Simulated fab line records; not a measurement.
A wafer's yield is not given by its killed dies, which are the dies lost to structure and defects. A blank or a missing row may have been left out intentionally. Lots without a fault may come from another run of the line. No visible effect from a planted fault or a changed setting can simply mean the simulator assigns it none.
Chamber matching / flow n5Finfet / N5_BEOL_M1_ALD_98 on aldSin-01: 4 sister chambers
The step deposits SiO2, target thk 2.5 nm, pulse time 1 s, co reactant pulse time 1 s. 8 wafers are shown with their chamber, then 10 later ones without.

## WAFERS PAIRED WITH THEIR CHAMBERS
wafer=L083.2; chamber=0; heaterPowerW (W)=75; precursorPulseHeightRel=1.011
wafer=L083.4; chamber=3; heaterPowerW (W)=77; precursorPulseHeightRel=1.028
wafer=L083.5; chamber=2; heaterPowerW (W)=76; precursorPulseHeightRel=0.955
wafer=L087.2; chamber=1; heaterPowerW (W)=74; precursorPulseHeightRel=0.972
wafer=L087.4; chamber=2; heaterPowerW (W)=75; precursorPulseHeightRel=0.988
wafer=L087.6; chamber=0; heaterPowerW (W)=75; precursorPulseHeightRel=0.979
wafer=L091.2; chamber=1; heaterPowerW (W)=75; precursorPulseHeightRel=0.964
wafer=L091.4; chamber=3; heaterPowerW (W)=79; precursorPulseHeightRel=1.003

## WAFERS WITHOUT THEIR CHAMBER
wafer=L091.6; heaterPowerW (W)=74; precursorPulseHeightRel=0.976
wafer=L093.3; heaterPowerW (W)=75; precursorPulseHeightRel=0.988
wafer=L093.4; heaterPowerW (W)=73; precursorPulseHeightRel=0.998
wafer=L093.5; heaterPowerW (W)=72; precursorPulseHeightRel=1.001
wafer=L094.4; heaterPowerW (W)=80; precursorPulseHeightRel=0.995
wafer=L094.5; heaterPowerW (W)=75; precursorPulseHeightRel=0.988
wafer=L094.6; heaterPowerW (W)=78; precursorPulseHeightRel=0.998
wafer=L096.1; heaterPowerW (W)=77; precursorPulseHeightRel=1.027
wafer=L096.2; heaterPowerW (W)=72; precursorPulseHeightRel=1.002
wafer=L096.3; heaterPowerW (W)=74; precursorPulseHeightRel=1.043

## EACH ONE'S CHAMBER
wafer=L091.6; from the rows above=can't be placed: 1 or 0 or 2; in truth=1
wafer=L093.3; from the rows above=can't be placed: 0 or 2 or 1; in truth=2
wafer=L093.4; from the rows above=can't be placed: 0 or 1 or 2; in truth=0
wafer=L093.5; from the rows above=can't be placed: 1 or 0 or 2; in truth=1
wafer=L094.4; from the rows above=3; in truth=3
wafer=L094.5; from the rows above=can't be placed: 0 or 2 or 1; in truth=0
wafer=L094.6; from the rows above=3; in truth=3
wafer=L096.1; from the rows above=can't be placed: 3 or 0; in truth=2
wafer=L096.2; from the rows above=can't be placed: 1 or 0 or 2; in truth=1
wafer=L096.3; from the rows above=can't be placed: 0 or 1 or 2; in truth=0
2 of 10 placed correctly. Unplaceable from these rows: 8, with the true chamber sitting among the candidates in 7. Number placed wrongly: 0.
How it was worked out, from the rows above alone: a wafer's distance from a chamber is the root of the sum, over the readings, of the square of ((its reading less the chamber's mean) divided by the reading's scatter). The wafer belongs to the nearest chamber; if the next one is less than 2 further off, it can't be placed. For every chamber, the mean is computed from those of its wafers that are shown. The scatter is the square root of a quotient: the sum, over the shown wafers, of each reading's squared deviation from its chamber's mean, divided by wafers minus chambers.
